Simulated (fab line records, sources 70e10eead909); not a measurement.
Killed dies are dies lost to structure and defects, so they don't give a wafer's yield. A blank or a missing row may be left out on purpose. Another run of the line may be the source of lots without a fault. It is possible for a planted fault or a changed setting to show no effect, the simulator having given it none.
Struck lot and sound lot, side by side	flow nandHarc	15 steps out of a route of 1302
Sound: wafers L159.3, L159.5, L159.6. Struck: wafers L175.3, L175.5. (L175.4 of the same lot was not struck and is left out.) The cause comes at the end.
For every step that has rows: the tool of each side, followed by ch and its chambers, followed by its first start. Under that, the readings that differ: sound wafers	struck wafers	difference of the means	sigmas: that difference in standard deviations of wafers without a fault.
alike: readings with means less than 2 such deviations apart, plus words and numbers identical on both sides. not compared: withheld readings, readings lacking a value on some wafer, bounds such as >300 that could conceal the same value, and numbers that have no deviation in the record and whose values overlap.
Wherever a step has rows on one side only, a row that says differs or no value, or a row with sigmas, the two part there. Numbers that have no deviation but don't overlap get no sigmas and don't part them. A reading missing from all wafers of one side parts the sides only when that side holds two or more wafers.

first, 8 steps without rows for these wafers: NHARC_THIN_TSV_DEHYDRATE_25 (time 120 s); NHARC_THIN_TSV_HMDS_26 (time 30 s); NHARC_THIN_TSV_COAT_27; NHARC_THIN_TSV_SOFTBAKE_28 (time 95 s); NHARC_THIN_TSV_EBR_29; NHARC_THIN_TSV_EXPOSE_30 (exposes mask PAD); NHARC_THIN_TSV_PEB_31 (peb time 85 s); NHARC_THIN_TSV_DEVELOP_32 (time 70 s).
NHARC_THIN_TSV_CD_MEAS_33 targets a cd of 5000 nm.
  sound on cdSem-01 ch 0, day 25 02:31; struck on cdSem-03 ch 0, day 31 12:17
  alike: cdNm
then, 1 step without rows for these wafers: NHARC_THIN_TSV_HARDBAKE_34 (time 80 s).
NHARC_THIN_TSV_DESCUM_35: chemistry O2, time 3 s.
  sound on rieDiel-06 ch 0,3, day 25 02:40; struck on rieDiel-06 ch 2, day 31 12:28
  alike: drypumpMotorCurrentA, oesProductAu, rfVppV, showerheadPlenumPTorr, throttleValvePct
  not compared: rfHoursCounterH
NHARC_THIN_TSV_ETCH_59: etches the open film in Cl2/BCl3, target depth 880 nm, time 138.1 s.
  sound on rieMetal-02 ch 0,1, day 25 02:52; struck on rieMetal-02 ch 1, day 31 12:38
  alike: biasW, drypumpMotorCurrentA, heBacksideLeakSccm, oesProductAu, runLengthS, throttleValvePct
  not compared: rfHoursCounterH
NHARC_THIN_TSV_ETCH_36: etches the open film in Cl2/BCl3, target depth 65 nm, time 18.571 s.
  sound on rieMetal-02 ch 0,1, day 25 03:04; struck on rieMetal-02 ch 0, day 31 12:50
reading	sound	struck	difference	sigmas
runLengthS (s)	39.77 39.57 39.67	34.75 34.78	-4.91	-18
  alike: drypumpMotorCurrentA, heBacksideLeakSccm, oesProductAu
  not compared: rfHoursCounterH
NHARC_THIN_TSV_STRIP_56: strips in O2.
  sound on plasmaAsher-01 ch 0,1, day 25 03:17; struck on plasmaAsher-01 ch 1, day 31 13:01
reading	sound	struck	difference	sigmas
rfReflPowerW (W)	- - -	21 21	no value on the sound wafers	
  alike: drypumpMotorCurrentA, heaterPowerW
  not compared: rfHoursCounterH
NHARC_END_SORT_01:
  the record has rows for the sound wafers here (prober-02 ch 0, day 25 18:35) and none for the struck ones

WHERE THEY PART
At NHARC_THIN_TSV_ETCH_36 first; at NHARC_END_SORT_01 last (within this record only).

WHY: what had been put in by the simulator
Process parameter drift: rieMetal-02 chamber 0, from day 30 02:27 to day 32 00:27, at NHARC_THIN_TSV_ETCH_36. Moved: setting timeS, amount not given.
